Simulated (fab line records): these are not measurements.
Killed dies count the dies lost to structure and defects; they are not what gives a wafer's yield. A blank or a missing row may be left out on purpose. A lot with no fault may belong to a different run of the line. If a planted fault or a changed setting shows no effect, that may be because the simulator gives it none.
Struck lot and sound lot, side by side | flow nand-harc | 24 out of 1302 route steps
Sound: these wafers, L544.2, L544.3, L544.4. Wafers struck: L543.1, L543.2, L543.3. The cause is given at the end.
Order at every step that has rows: each side's tool, ch and its chambers, its first start. Under that, the readings that differ: sound wafers | struck wafers | difference of the means | sigmas: that difference in standard deviations of wafers without a fault.
alike: same words and numbers on both sides, and readings whose means sit less than 2 such deviations apart. not compared: any withheld reading, any reading some wafer has no value for, any bound like >300 that may hide the same value, and any number with overlapping values for which the record gives no deviation.
A row with sigmas, a row that says differs or no value, or rows on one side alone: a step with any of these is where the two part. Numbers that don't overlap but have no deviation are shown without sigmas and don't part them. A reading missing from all wafers of one side parts the sides only when that side holds two or more wafers.

NHARC_P_CONTACT_DEP_30: deposits SiNx, target thk 30 nm.
  sound on pecvd-01 ch 1,2, day 13 12:47; struck on pecvd-04 ch 0,1,2, day 13 13:10
  alike: heater-power-outer-w, heater-power-w
NHARC_P_CONTACT_DEP_00: deposits SiO2, target thk 500 nm.
  sound on pecvd-01 ch 1,2; struck on pecvd-04 ch 0,1,2
  alike: chamber-pressure-Torr, heater-power-outer-w, heater-power-w, throttle-valve-pct
NHARC_P_CONTACT_CMP_01: polishes SiO2, target thk 200 nm.
  sound on cmp-04 ch 1,2,3, day 13 13:29; struck on cmp-03 ch 0,2,3, day 13 13:53
  alike: motor-current-A
then, 8 steps without rows for these wafers: NHARC_P_CONTACT_SRD_03; NHARC_P_CONTACT_DEHYDRATE_04 (time 120 s); NHARC_P_CONTACT_HMDS_05 (time 30 s); NHARC_P_CONTACT_COAT_33 (time 75 s); NHARC_P_CONTACT_COAT_34 (time 65 s); NHARC_P_CONTACT_COAT_06 (resist thk 90 nm); NHARC_P_CONTACT_SOFTBAKE_07 (time 55 s); NHARC_P_CONTACT_EBR_08.
NHARC_P_CONTACT_EXPOSE_09: exposes mask P CA, target cd 90 nm.
  sound on arfi-scanner-01 ch 0, day 13 14:10; struck on arfi-scanner-03 ch 0, day 13 14:33
  reading              | sound             | struck            | difference | sigmas
  exposure-dose-mJ-cm2 | 81.04 81.18 81.10 | 95.73 95.72 95.76 | +14.63     | +99 or more
  alike: mask, reticle-temp-C
then, 2 steps without rows for these wafers: NHARC_P_CONTACT_PEB_10 (peb time 65 s); NHARC_P_CONTACT_DEVELOP_11 (develop time 35 s).
NHARC_P_CONTACT_CD_MEAS_12 targets a cd of 90 nm.
  sound on cd-sem-02 ch 0, day 13 14:19; struck on cd-sem-01 ch 0, day 13 14:41
  reading    | sound          | struck            | difference | sigmas
  cd-nm (nm) | 90.7 89.9 90.6 | 101.0 101.2 100.7 | +10.6      | +24
NHARC_P_CONTACT_OVL_MEAS_13:
  sound: overlay-01 at day 13 14:23; struck: overlay-02 at day 13 14:47
  alike: overlay-x-nm, overlay-y-nm
NHARC_P_CONTACT_INSPECT_14:
  sound: defect-inspect-02 at day 13 14:26; struck: defect-inspect-01 at day 13 14:49
  alike: raw-defect-count
NHARC_P_CONTACT_DESCUM_17: chemistry O2, time 3 s.
  sound on rie-diel-04 ch 1,2,3, day 13 14:29; struck on rie-diel-03 ch 0,1,3, day 13 14:53
  reading                     | sound             | struck          | difference | sigmas
  drypump-motor-current-A (A) | 6.3 6.0 6.0       | 5.4 4.7 4.9     | -1.1       | -2
  rf-hours-counter-h (h)      | 6.9 7.0 6.6       | 0.2 0.1 0.2     | -6.7       |
  model.P_CONTACT.cd-nm (nm)  | 90.47 90.38 90.76 | 100.6 101 100.7 | +10.2      |
  alike: oes-product-au, rf-vpp-V, showerhead-plenum-p-Torr, throttle-valve-pct
then, 1 step without rows for these wafers: NHARC_P_CONTACT_ETCH_35 (etches the open film in CF4, target depth 39 nm, time 65 s).
NHARC_P_CONTACT_ETCH_36: etches the open film in N2/H2, target depth 260 nm, time 406.25 s.
  sound on rie-diel-04 ch 0,1,2; struck on rie-diel-03 ch 1,2,3
  reading                | sound       | struck      | difference | sigmas
  rf-hours-counter-h (h) | 8.4 6.6 7.0 | 0.3 0.2 0.3 | -7.1       |
  alike: drypump-motor-current-A, oes-product-au, rf-vpp-V, showerhead-plenum-p-Torr, throttle-valve-pct
NHARC_P_CONTACT_ETCH_18: etches the open film in C4F8/O2/Ar, target depth 481 nm, time 240.5 s.
  sound on rie-diel-04 ch 1,2,3; struck on rie-diel-03 ch 0,2,3
  reading                | sound       | struck      | difference | sigmas
  rf-hours-counter-h (h) | 7.1 7.2 6.7 | 0.3 0.5 0.3 | -6.6       |
  alike: oes-product-au, rf-vpp-V
then, 1 step without rows for these wafers: NHARC_P_CONTACT_STRIP_37 (strips in C4F8/O2/Ar).
NHARC_P_CONTACT_ETCH_31: etches the open film in CH3F/O2, target depth 30 nm, time 85.7 s.
  sound on rie-diel-04 ch 0,1,3; struck on rie-diel-03 ch 0,2,3
  reading                    | sound           | struck          | difference | sigmas
  rf-hours-counter-h (h)     | 8.7 7.2 7.2     | 0.4 0.4 0.6     | -7.2       |
  model.P_CONTACT.cd-nm (nm) | 91.84 90.1 91.1 | 102.4 100.5 101 | +10.3      |
  alike: drypump-motor-current-A, oes-product-au, rf-vpp-V, showerhead-plenum-p-Torr, throttle-valve-pct
NHARC_P_CONTACT_CD_MEAS_19:
  sound: cd-sem-03 at day 13 15:22; struck: cd-sem-02 at day 13 15:45
  reading    | sound          | struck            | difference | sigmas
  cd-nm (nm) | 91.8 90.1 91.2 | 102.6 100.4 101.0 | +10.3      | +9

## WHERE THEY PART
First at NHARC_P_CONTACT_EXPOSE_09; last, within this record, at NHARC_P_CONTACT_CD_MEAS_19.

WHY: the cause the simulator had injected
Process parameters drifting: arfi-scanner-03 at NHARC_P_CONTACT_EXPOSE_09, beginning at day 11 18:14. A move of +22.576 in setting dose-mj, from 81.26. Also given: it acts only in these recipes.
